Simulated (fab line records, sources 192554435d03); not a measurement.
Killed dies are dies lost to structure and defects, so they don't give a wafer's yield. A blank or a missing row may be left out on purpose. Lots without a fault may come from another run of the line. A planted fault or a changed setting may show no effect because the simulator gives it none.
A struck lot beside a sound one | flow n5_finfet | 15 steps out of a route of 1938
Sound: wafers L489.1, L489.3, L489.5. Struck: wafer L494.5. (L494.3 of the same lot was not struck and is left out.) The cause comes at the end.
At each step with rows: each side's tool, then ch and its chambers, then its first start. Under that, the readings that differ: sound wafers | struck wafers | difference of the means | sigmas: that difference in standard deviations of wafers without a fault.
alike: readings whose means differ by less than 2 such deviations, and words and numbers that are the same on both sides. not compared: withheld readings, readings that some wafer has no value for, bounds like >300 that may hide the same value, and numbers for which the record gives no deviation and whose values overlap.
The two part at a step that has a row with sigmas, a row that says differs or no value, or rows on one side only. Numbers that don't overlap but have no deviation are shown without sigmas and don't part them. A reading that every wafer of one side lacks parts them only if that side has two wafers or more.

first, 6 steps without rows for these wafers: N5_MOL_CONTACT_COAG_COAT_34 (resist thk 40 nm); N5_MOL_CONTACT_COAG_EBR_36; N5_MOL_CONTACT_COAG_SOFTBAKE_35 (time 60 s); N5_MOL_CONTACT_COAG_EXPOSE_37 (exposes mask VD, defocus 0 nm); N5_MOL_CONTACT_COAG_PEB_38 (peb time 60 s); N5_MOL_CONTACT_COAG_DEVELOP_39 (develop time 30 s).
N5_MOL_CONTACT_COAG_CD_MEAS_40: target cd 25.1 nm.
  sound on cd_sem-03 ch 0, day 6 23:49; struck on cd_sem-02 ch 0, day 8 08:28
  alike: cd_nm
N5_MOL_CONTACT_COAG_OVL_MEAS_41:
  sound on overlay-01 ch 0, day 6 23:51; struck on overlay-02 ch 0, day 8 08:29
  alike: VD_OVL
N5_MOL_CONTACT_COAG_INSPECT_42: inspects for defects (brightfield).
  sound on defect_inspect-02, day 6 23:55; struck on defect_inspect-02, day 8 08:32
  alike: raw_defect_count
N5_MOL_CONTACT_COAG_DESCUM_45: chemistry O2, time 7 s.
  sound on rie_diel-04 ch 0,2, day 6 23:56; struck on rie_diel-05 ch 3, day 8 08:35
  alike: bias_power_w, drypump_motor_current_A, oes_product_au, rf_vpp_V, showerhead_plenum_p_Torr, throttle_valve_pct
  not compared: rf_hours_counter_h
N5_MOL_CONTACT_COAG_ETCH_65: etches underlayer in N2/H2, target depth 13 nm, time 10.4 s.
  sound on rie_diel-04 ch 0,2, day 6 23:59; struck on rie_diel-05 ch 3, day 8 08:37
  reading      | sound             | struck | difference | sigmas
  rf_vpp_V (V) | 522.8 528.7 528.8 | 520.8  | -6.0       | -2
  alike: drypump_motor_current_A, etch_rf_on_time_s, oes_product_au, showerhead_plenum_p_Torr, throttle_valve_pct
  not compared: rf_hours_counter_h
N5_MOL_CONTACT_COAG_ETCH_66: etches SiARC in CF4, target depth 13 nm, time 21.7 s.
  sound on rie_diel-04 ch 0,2, day 7 00:00; struck on rie_diel-05 ch 3, day 8 08:38
  alike: drypump_motor_current_A, etch_rf_on_time_s, oes_product_au, rf_vpp_V, showerhead_plenum_p_Torr, throttle_valve_pct
  not compared: rf_hours_counter_h
N5_MOL_CONTACT_COAG_ALD_133: deposits SiO2, target thk 5 nm, pulse time 1 s, co reactant pulse time 1 s.
  sound on ald_sin-03 ch 0,2, day 7 00:05; struck on ald_sin-01 ch 0, day 8 08:43
  reading                                            | sound             | struck | difference | sigmas
  ald_cycles                                         | 35 35 35          | 18     | -17        |
  precursor_pulse_height_rel                         | 1.008 1.026 1.039 | 1.106  | +0.082     | +4
  model.SiO2_of_MOL_CONTACT_COAG_ALD_133.thk_nm (nm) | 5 5 5             | 2.6    | -2.4       |
  alike: heater_power_w
N5_MOL_CONTACT_COAG_ETCHBACK_134: etches SiO2 in CHF3, target depth 10 nm, time 6.7 s.
  sound on rie_diel-05 ch 1,2, day 7 00:26; struck on rie_diel-02 ch 1, day 8 08:55
  alike: drypump_motor_current_A, oes_product_au, rf_vpp_V, showerhead_plenum_p_Torr, throttle_valve_pct
  not compared: rf_hours_counter_h
-- the record jumps here: 7 days lie between the struck wafers' starts before and after (it left off in module MOL_CONTACT_COAG and takes up again in module PASSIVATION, whose first step shown is number 1936 of the route) --
N5_PASSIVATION_PROBE_49:
  the record has rows for the struck wafers here (prober-02, day 14 23:52) and none for the sound ones

WHERE THEY PART
First at N5_MOL_CONTACT_COAG_ETCH_65; last, within this record, at N5_PASSIVATION_PROBE_49.

WHY: what the simulator had put in
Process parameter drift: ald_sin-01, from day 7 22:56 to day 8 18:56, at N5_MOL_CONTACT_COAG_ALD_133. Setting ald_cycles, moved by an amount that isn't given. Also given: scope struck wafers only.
